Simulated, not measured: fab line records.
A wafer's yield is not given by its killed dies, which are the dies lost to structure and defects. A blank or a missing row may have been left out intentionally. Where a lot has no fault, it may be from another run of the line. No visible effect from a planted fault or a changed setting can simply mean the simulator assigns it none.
Which of the tools did it? -- flow n5-finfet -- 8 lots, 24 wafers sampled, at 7 steps of a route of 1938

WHAT EACH GAUGE READ, for each wafer
N5_BEOL_M0_SAQP_INSPECT_42: inspects for defects (brightfield). Usual: raw-defect-count at 288, with a standard deviation of 81.
lot,measured,on,raw-defect-count,flag
L248,day 6 07:48,defect-inspect-01,311 234 286,
L249,day 6 10:26,defect-inspect-02,312 290 357,
L250,day 6 16:14,defect-inspect-02,288 213 258,
L251,day 6 20:28,defect-inspect-02,223 186 181,
L255,day 7 21:28,defect-inspect-02,485 310 315,
L259,day 8 22:14,defect-inspect-01,1300 1448 1485,OFF
L261,day 9 08:32,defect-inspect-02,1670 1665 1702,OFF
L269,day 11 11:34,defect-inspect-01,302 214 276,

N5_BEOL_M0_CUTY_INSPECT_59: inspects for defects (macro). Usual: raw-defect-count at 2.0, with a standard deviation of 1.3.
lot,measured,on,raw-defect-count,flag
L248,day 6 09:11,defect-inspect-02,1 2 2,
L249,day 6 12:14,defect-inspect-01,4 2 2,
L250,day 6 17:38,defect-inspect-02,4 0 4,
L251,day 6 21:43,defect-inspect-02,1 1 0,
L255,day 7 22:56,defect-inspect-02,2 2 1,
L259,day 8 23:30,defect-inspect-01,>300 >300 >300,OFF
L261,day 9 09:55,defect-inspect-01,>300 >300 >300,OFF
L269,day 11 12:58,defect-inspect-02,6 2 0,

N5_BEOL_M4_RC_MEAS_101. Usual: DIBL_N 36.6 mV/V, standard deviation 1.7; DIBL_P 36.7 mV/V, standard deviation 2; IOFF_N 0.16 nA/um, standard deviation 0.033; IOFF_P 0.22 nA/um, standard deviation 0.04; ION_N 673 uA/um, standard deviation 12; ION_P 463 uA/um, standard deviation 7.9; SS_N 71.7 mV/dec, standard deviation 0.58; SS_P 73.3 mV/dec, standard deviation 0.64; VT_N 249 mV, standard deviation 3.3; VT_P -249 mV, standard deviation 3.1.
lot,measured,on,DIBL_N (mV/V),DIBL_P (mV/V),IOFF_N (nA/um),IOFF_P (nA/um),ION_N (uA/um),ION_P (uA/um),SS_N (mV/dec),SS_P (mV/dec),VT_N (mV),VT_P (mV),flag
L248,day 8 05:27,prober-02,37.2 35.7 38.3,37.2 36.2 38.0,0.15 0.14 0.17,0.21 0.21 0.24,653 671 683,451 465 471,72.2 71.2 72.2,73.9 73.9 73.5,252 247 249,-254 -248 -252,
L249,day 8 08:48,prober-02,37.4 36.6 35.1,36.5 35.8 33.8,0.15 0.14 0.12,0.24 0.22 0.19,659 675 660,462 468 459,71.5 71.6 71.0,73.7 72.6 72.4,254 251 260,-248 -247 -251,
L250,day 8 21:10,prober-01,34.2 38.3 37.9,32.2 36.5 36.1,0.10 0.18 0.16,0.16 0.22 0.21,654 671 673,450 461 459,70.8 71.7 72.9,72.2 73.6 73.3,257 250 251,-253 -249 -251,
L251,day 8 23:53,prober-01,35.6 34.0 37.5,35.5 33.0 38.0,0.15 0.11 0.18,0.20 0.17 0.24,684 660 686,469 462 470,71.3 70.4 71.9,73.0 72.5 73.6,249 253 245,-251 -252 -247,
L255,day 9 21:56,prober-01,35.5 36.9 35.2,37.7 39.4 37.0,0.17 0.21 0.16,0.23 0.26 0.21,672 680 663,464 467 460,71.2 71.8 72.0,73.7 74.4 73.6,247 240 249,-251 -249 -250,
L259,day 11 02:02,prober-02,37.9 35.9 38.4,37.2 35.2 38.3,0.17 0.13 0.20,0.22 0.20 0.25,676 666 698,457 456 477,72.0 71.5 72.0,73.1 72.8 73.8,249 252 246,-250 -249 -245,
L261,day 11 07:52,prober-02,37.6 35.9 37.7,36.5 35.0 35.6,0.17 0.15 0.17,0.23 0.20 0.21,677 673 662,465 459 452,71.9 71.4 72.7,72.9 73.3 73.9,248 249 248,-250 -251 -250,
L269,day 13 20:07,prober-01,35.2 35.2 35.2,34.2 34.8 34.8,0.14 0.14 0.14,0.21 0.22 0.22,664 677 667,461 471 464,71.9 72.0 71.6,72.5 72.5 72.4,250 251 250,-246 -248 -246,

WHICH TOOL RAN EACH LOT (tool, then ch and the chambers of the sampled wafers, then the start)
lot,N5_BEOL_M0_SAQP_MANDREL_ETCH_103,N5_BEOL_M0_SAQP_STRIP_108,N5_BEOL_M0_SAQP_RECESS_109,N5_BEOL_M0_SAQP_STRIP_75
L248,"rie-si-04 ch 0,1,3, day 6 05:38","rie-diel-01 ch 0,1,2, day 6 06:18","vapor-etch-01 ch 0,1, day 6 06:31","rie-diel-02 ch 1,2,3, day 6 08:45"
L249,"rie-si-02 ch 0,1,3, day 6 08:26","rie-diel-02 ch 0,2, day 6 09:04","vapor-etch-01 ch 1, day 6 09:07","rie-diel-06 ch 1,3, day 6 11:47"
L250,"rie-si-03 ch 0,2, day 6 14:16","rie-diel-06 ch 1,3, day 6 14:53","vapor-etch-01 ch 0, day 6 14:57","rie-diel-01 ch 0,2,3, day 6 17:11"
L251,"rie-si-02 ch 1,3, day 6 18:13","rie-diel-01 ch 1,3, day 6 18:50","vapor-etch-01 ch 0,1, day 6 19:10","rie-diel-06 ch 0,1, day 6 21:24"
L255,"rie-si-02 ch 1,2, day 7 19:16","rie-diel-06 ch 0,1,2, day 7 19:54","vapor-etch-01 ch 0,1, day 7 19:58","rie-diel-06 ch 0,1, day 7 22:29"
L259,"rie-si-02 ch 0,1,2, day 8 20:16","rie-diel-06 ch 1,2,3, day 8 20:53","vapor-etch-01 ch 0,1, day 8 20:57","rie-diel-06 ch 1,2, day 8 23:11"
L261,"rie-si-03 ch 0,1,2, day 9 06:22","rie-diel-06 ch 0,1,3, day 9 06:59","vapor-etch-01 ch 0,1, day 9 07:03","rie-diel-02 ch 0,2,3, day 9 09:28"
L269,"rie-si-03 ch 0,2,3, day 11 09:36","rie-diel-06 ch 1,2,3, day 11 10:14","vapor-etch-02 ch 0,1, day 11 10:17","rie-diel-01 ch 0,1,3, day 11 12:31"
- N5_BEOL_M0_SAQP_MANDREL_ETCH_103: etches a-Si in HBr/Cl2, stops on SiCN, target depth 45 nm, bt time 10 s, time 27 s.
- N5_BEOL_M0_SAQP_STRIP_108: strips in N2/H2.
- N5_BEOL_M0_SAQP_RECESS_109: chemistry HF/NH3, target SiO2, target depth 3 nm, afs cycles 1, sublimation time 60 s.
- N5_BEOL_M0_SAQP_STRIP_75: strips in CF4.

AS READ BY THE TOOLS THEMSELVES (means over the sampled wafers that have a number; for cases with no such wafer, the mark the record gives instead)
N5_BEOL_M0_SAQP_MANDREL_ETCH_103. Usual: drypump-motor-current-A 5.6 A, standard deviation 0.52; oes-product-au 0.684 a.u., standard deviation 0.0098; rf-fwd-power-W 795 W, standard deviation 3.1; throttle-valve-pct 35.41 %, standard deviation 0.14.
lot,tool,drypump-motor-current-A (A),oes-product-au (a.u.),rf-fwd-power-W (W),throttle-valve-pct (%),flag
L248,rie-si-04,5.5,0.684,795,35.19,
L249,rie-si-02,5.6,0.693,794,35.47,
L250,rie-si-03,5.6,0.669,793,35.55,
L251,rie-si-02,6.0,0.681,794,35.54,
L255,rie-si-02,5.7,0.686,792,35.41,
L259,rie-si-02,5.6,0.687,793,35.43,
L261,rie-si-03,5.8,0.679,796,35.55,
L269,rie-si-03,5.9,0.672,796,35.51,

N5_BEOL_M0_SAQP_STRIP_108. Usual: drypump-motor-current-A 5.55 A, standard deviation 0.26; n2-flow-sccm 300.1 sccm, standard deviation 0.94; oes-product-au 0.76 a.u., standard deviation 0.075; rf-fwd-power-W 490.4 W, standard deviation 3; rf-vpp-V 122.0 V, standard deviation 0.9; showerhead-plenum-p-Torr 3.38 Torr, standard deviation 0.1; temp-c 39.99 C, standard deviation 0.11; throttle-valve-pct 18.8 %, standard deviation 0.38.
lot,tool,drypump-motor-current-A (A),n2-flow-sccm (sccm),oes-product-au (a.u.),rf-fwd-power-W (W),rf-vpp-V (V),showerhead-plenum-p-Torr (Torr),temp-c (C),throttle-valve-pct (%),flag
L248,rie-diel-01,5.54,299.6,0.72,493.9,122.1,3.37,40.11,18.9,
L249,rie-diel-02,5.60,299.1,0.80,492.4,121.4,3.43,39.95,18.5,
L250,rie-diel-06,5.68,300.2,0.82,491.6,122.0,3.47,40.04,18.5,
L251,rie-diel-01,5.28,300.5,0.82,489.5,122.9,3.42,39.98,18.7,
L255,rie-diel-06,5.52,299.9,0.71,487.4,121.0,3.38,39.95,19.1,
L259,rie-diel-06,5.53,299.0,0.76,491.3,122.3,3.45,40.07,18.9,
L261,rie-diel-06,5.67,299.7,0.74,490.4,122.3,3.39,40.09,18.8,
L269,rie-diel-06,5.55,300.1,0.74,489.5,122.3,3.44,39.94,18.9,

N5_BEOL_M0_SAQP_RECESS_109. Usual: drypump-motor-current-A 5.7 A, standard deviation 0.36; temp-c 30.01 C, standard deviation 0.11.
lot,tool,drypump-motor-current-A (A),temp-c (C),flag
L248,vapor-etch-01,5.9,30.03,
L249,vapor-etch-01,5.9,30.19,
L250,vapor-etch-01,6.0,30.13,
L251,vapor-etch-01,6.0,29.94,
L255,vapor-etch-01,6.0,29.94,
L259,vapor-etch-01,6.0,30.05,
L261,vapor-etch-01,5.9,29.96,
L269,vapor-etch-02,5.2,29.98,

N5_BEOL_M0_SAQP_STRIP_75. Usual: drypump-motor-current-A 5.51 A, standard deviation 0.26; oes-product-au 0.180 a.u., standard deviation 0.018; rf-fwd-power-W 293.6 W, standard deviation 1.6; rf-vpp-V 271.2 V, standard deviation 1.5; showerhead-plenum-p-Torr 1.80 Torr, standard deviation 0.05; throttle-valve-pct 13.56 %, standard deviation 0.29.
lot,tool,drypump-motor-current-A (A),oes-product-au (a.u.),rf-fwd-power-W (W),rf-vpp-V (V),showerhead-plenum-p-Torr (Torr),throttle-valve-pct (%),flag
L248,rie-diel-02,5.62,0.191,293.6,270.6,1.76,13.38,
L249,rie-diel-06,5.69,0.190,295.3,272.8,1.85,13.32,
L250,rie-diel-01,5.45,0.181,293.6,270.9,1.80,13.76,
L251,rie-diel-06,5.44,0.159,292.3,271.3,1.79,13.80,
L255,rie-diel-06,5.61,0.162,291.9,270.7,1.79,13.86,
L259,rie-diel-06,5.40,0.165,292.2,272.2,1.83,13.59,
L261,rie-diel-02,5.41,0.177,293.5,271.4,1.78,13.50,
L269,rie-diel-01,5.34,0.189,294.0,271.1,1.78,13.49,

THE ANSWER, worked out from the rows above alone
Rule: take the mean of a lot's wafers that have a number; if it is more than 3 standard deviations from the usual mean, the lot is off. Also off: a lot with no number at a reading for which 4 or more lots have one. Where the step has rows for the other lots, those lots are counted as sound. Order of review: gauges by route order, followed by the tools' own readings, for which a lot's mean as printed above is used. The first step at which some lot is off is used, and at that step the reading that is off furthest; a lot without a number counts as furthest.
Off, at N5_BEOL_M0_SAQP_INSPECT_42 on raw-defect-count: L259, L261.
A tool fits if, at a process step before that reading, it ran every lot that is off, and no sound lot after the first of them. Those tools and the gauges at N5_BEOL_M0_SAQP_INSPECT_42 are tried in the same way. One fits: vapor-etch-01 at N5_BEOL_M0_SAQP_RECESS_109. A fault onset in the window from L255 (day 7 19:58, its last sound lot) to L259 (day 8 20:57, its first lot off) fits.

WHAT WAS PUT IN BY THE SIMULATOR
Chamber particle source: vapor-etch-01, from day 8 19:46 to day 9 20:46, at N5_BEOL_M0_SAQP_RECESS_109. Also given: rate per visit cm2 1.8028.
Lots struck among those shown: L259, L261. The same result came from the rule above.
